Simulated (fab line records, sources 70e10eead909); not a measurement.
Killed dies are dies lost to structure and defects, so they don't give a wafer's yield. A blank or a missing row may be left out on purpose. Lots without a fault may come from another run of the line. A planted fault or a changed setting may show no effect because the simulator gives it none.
Which tool did it? | flow nand_harc | 12 lots, 36 wafers sampled, at 5 steps of a route of 1302

WHAT THE GAUGES READ, wafer by wafer
NHARC_A_ONON_D1_THK_MEAS_11: measures by ellipsometry.
lot  | measured     | on            | thk_nm (nm)
L075 | day 8 02:53  | film_metro-01 | 1019 1020 1019
L077 | day 8 23:23  | film_metro-01 | 994 993 991
L079 | day 9 23:41  | film_metro-01 | 1014 1011 1014
L081 | day 11 00:59 | film_metro-02 | 994 991 993
L083 | day 11 11:32 | film_metro-02 | 993 995 994
L085 | day 12 13:33 | film_metro-02 | 988 988 988
L087 | day 12 21:53 | film_metro-02 | 989 987 988
L089 | day 13 22:46 | film_metro-02 | 998 998 999
L091 | day 15 03:55 | film_metro-02 | 995 997 996
L093 | day 15 22:37 | film_metro-01 | 979 977 979
L095 | day 16 14:49 | film_metro-01 | 1004 1005 1005
L097 | day 17 11:02 | film_metro-02 | 1001 998 999

WHICH TOOL RAN EACH LOT (tool, then ch and the chambers of the sampled wafers, then the start)
lot  | NHARC_P_BONDPAD_STRIP_15           | NHARC_P_BONDPAD_PRE_CLEAN_26            | NHARC_P_BONDPAD_PVD_27                  | NHARC_P_BONDPAD_ACTIVATE_29
L075 | rie_diel-01 ch 1,2, day 6 23:32    | pvd_sputter-03, day 7 01:51 or earlier  | pvd_sputter-03, day 7 01:51 or earlier  | rie_diel-08 ch 0,3, day 7 01:51
L077 | rie_diel-01 ch 1,3, day 7 20:18    | pvd_sputter-03, day 7 22:31 or earlier  | pvd_sputter-03, day 7 22:31 or earlier  | rie_diel-01 ch 0,3, day 7 22:31
L079 | rie_diel-08 ch 0,1,2, day 8 19:49  | pvd_sputter-02, day 8 22:01 or earlier  | pvd_sputter-02, day 8 22:01 or earlier  | rie_diel-03 ch 1,3, day 8 22:01
L081 | rie_diel-08 ch 2,3, day 9 18:50    | pvd_sputter-03, day 9 21:07 or earlier  | pvd_sputter-03, day 9 21:07 or earlier  | rie_diel-01 ch 0,1,3, day 9 21:07
L083 | rie_diel-03 ch 0,1,2, day 10 08:58 | pvd_sputter-03, day 10 11:11 or earlier | pvd_sputter-03, day 10 11:11 or earlier | rie_diel-01 ch 1,2, day 10 11:11
L085 | rie_diel-03 ch 2,3, day 11 10:22   | pvd_sputter-02, day 11 12:33 or earlier | pvd_sputter-02, day 11 12:33 or earlier | rie_diel-03 ch 1,3, day 11 12:33
L087 | rie_diel-08 ch 2,3, day 11 20:17   | pvd_sputter-02, day 11 22:31 or earlier | pvd_sputter-02, day 11 22:31 or earlier | rie_diel-08 ch 0,2,3, day 11 22:31
L089 | rie_diel-01 ch 0,2,3, day 12 20:10 | pvd_sputter-01, day 12 22:49 or earlier | pvd_sputter-01, day 12 22:49 or earlier | rie_diel-01 ch 2,3, day 12 22:49
L091 | rie_diel-03 ch 1,3, day 14 00:36   | pvd_sputter-02, day 14 02:53 or earlier | pvd_sputter-02, day 14 02:53 or earlier | rie_diel-01 ch 0,1,3, day 14 02:53
L093 | rie_diel-08 ch 2,3, day 14 14:58   | pvd_sputter-01, day 14 17:12 or earlier | pvd_sputter-01, day 14 17:12 or earlier | rie_diel-01 ch 0,1,3, day 14 17:12
L095 | rie_diel-01 ch 0,1,2, day 15 11:52 | pvd_sputter-02, day 15 14:08 or earlier | pvd_sputter-02, day 15 14:08 or earlier | rie_diel-08 ch 0,1,3, day 15 14:08
L097 | rie_diel-03 ch 1,2, day 16 06:13   | pvd_sputter-02, day 16 08:26 or earlier | pvd_sputter-02, day 16 08:26 or earlier | rie_diel-01 ch 0,2,3, day 16 08:26
- NHARC_P_BONDPAD_STRIP_15: strips in O2.
- NHARC_P_BONDPAD_PRE_CLEAN_26: time 30 s.
- NHARC_P_BONDPAD_PVD_27: deposits Cu, target thk 30 nm, time 20.49 s.
- NHARC_P_BONDPAD_ACTIVATE_29: chemistry N2, time 60 s.

THE ANSWER, worked out from the rows above alone
Rule: what is usual is taken from the lots themselves. Put in order of their means at a reading, lots are off if they are a third of the lots or fewer, leave a main group of 4 or more, and stand apart from it by a gap of 3 or more times the standard deviation of the main group's means; of several such gaps the widest counts. A main group whose means are all the same, to the digits that the tables above print for the reading, isn't used. A lot without any number at a reading at which 4 lots or more have one is off too. The other lots that the step has rows for count as sound.
No lot is off at any reading shown: from this, nothing can be told.

WHAT THE SIMULATOR HAD PUT IN
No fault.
